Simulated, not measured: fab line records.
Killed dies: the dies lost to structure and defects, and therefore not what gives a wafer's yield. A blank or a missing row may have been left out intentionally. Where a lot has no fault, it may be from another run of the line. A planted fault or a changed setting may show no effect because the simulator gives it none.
Struck lot and sound lot, side by side    flow nand-harc    13 out of 1159 route steps
Sound: the wafers L740.3, L740.5, L740.6. Wafers struck: L731.3, L731.4, L731.6. The cause is given at the end.
Order at every step that has rows: each side's tool, ch and its chambers, its first start. Under that, the readings that differ: sound wafers    struck wafers    difference of the means    sigmas: that difference in standard deviations of wafers without a fault.
alike: readings whose means differ by less than 2 such deviations, and words and numbers that are the same on both sides. not compared: withheld readings, readings that some wafer has no value for, bounds like >300 that may hide the same value, and numbers for which the record gives no deviation and whose values overlap.
A row with sigmas, a row that says differs or no value, or rows on one side alone: a step with any of these is where the two part. Numbers that have no deviation but don't overlap get no sigmas and don't part them. A reading missing from all wafers of one side parts the sides only when that side holds two or more wafers.

NHARC_P_M0_DEGAS_28: time 60 s.
  sound on pvd-sputter-03 at day 10 20:46; struck on pvd-sputter-02 at day 8 10:14
  alike: heater-power-w
NHARC_P_M0_PRE_CLEAN_29: time 30 s.
  sound on pvd-sputter-03; struck on pvd-sputter-02
  alike: heater-power-w
NHARC_P_M0_PVD_20: deposits TaN, target thk 5 nm, time 8.06 s.
  sound on pvd-sputter-03; struck on pvd-sputter-02
  alike: throttle-valve-pct
then, 2 steps without rows for these wafers: NHARC_P_M0_PVD_21 (deposits Cu, target thk 30 nm, time 20.49 s); NHARC_P_M0_ECD_22 (material Cu, target thk 400 nm).
NHARC_P_M0_ANNEAL_30: time 90 s.
  sound on rtp-anneal-02 ch 0, day 10 21:35; struck on rtp-anneal-02 ch 0, day 8 11:04
  alike: wafer_temp_C_max
then, 1 step without rows for these wafers: NHARC_P_M0_CMP_23 (polishes, t overpolish 20 s, target thk 117.53 nm).
NHARC_P_M0_THK_MEAS_24: measures by xrf.
  sound on film-metro-01 at day 10 22:10; struck on film-metro-02 at day 8 11:38
  alike: thk-nm
then, 1 step without rows for these wafers: NHARC_P_M0_SRD_25.
NHARC_P_M0_INSPECT_27:
  sound on defect-inspect-01 at day 10 22:21; struck on defect-inspect-02 at day 8 11:47
  alike: raw-defect-count
NHARC_P_M0_PRE_CLEAN_31: time 12 s.
  sound on pecvd-02 ch 1,2, day 10 22:25; struck on pecvd-03 ch 0,1,2, day 8 11:51
  alike: heater-power-w
NHARC_P_M0_DEP_32: deposits SiCN, target thk 30 nm.
  sound on pecvd-02 ch 1,2, day 10 22:29; struck on pecvd-03 ch 0,1,2, day 8 11:56
  no value came back on the struck wafers for chamber-pressure-Torr (Torr), heater-power-outer-w (W), heater-power-w (W); on the sound wafers chamber-pressure-Torr (Torr) reads 2.993 3.000 3.001
then, 1 step without rows for these wafers: NHARC_P_M1_DEP_00 (deposits SiOC, target thk 182.5 nm).

== WHERE THEY PART ==
Only at NHARC_P_M0_DEP_32, as far as this record shows.

WHY: the cause the simulator had injected
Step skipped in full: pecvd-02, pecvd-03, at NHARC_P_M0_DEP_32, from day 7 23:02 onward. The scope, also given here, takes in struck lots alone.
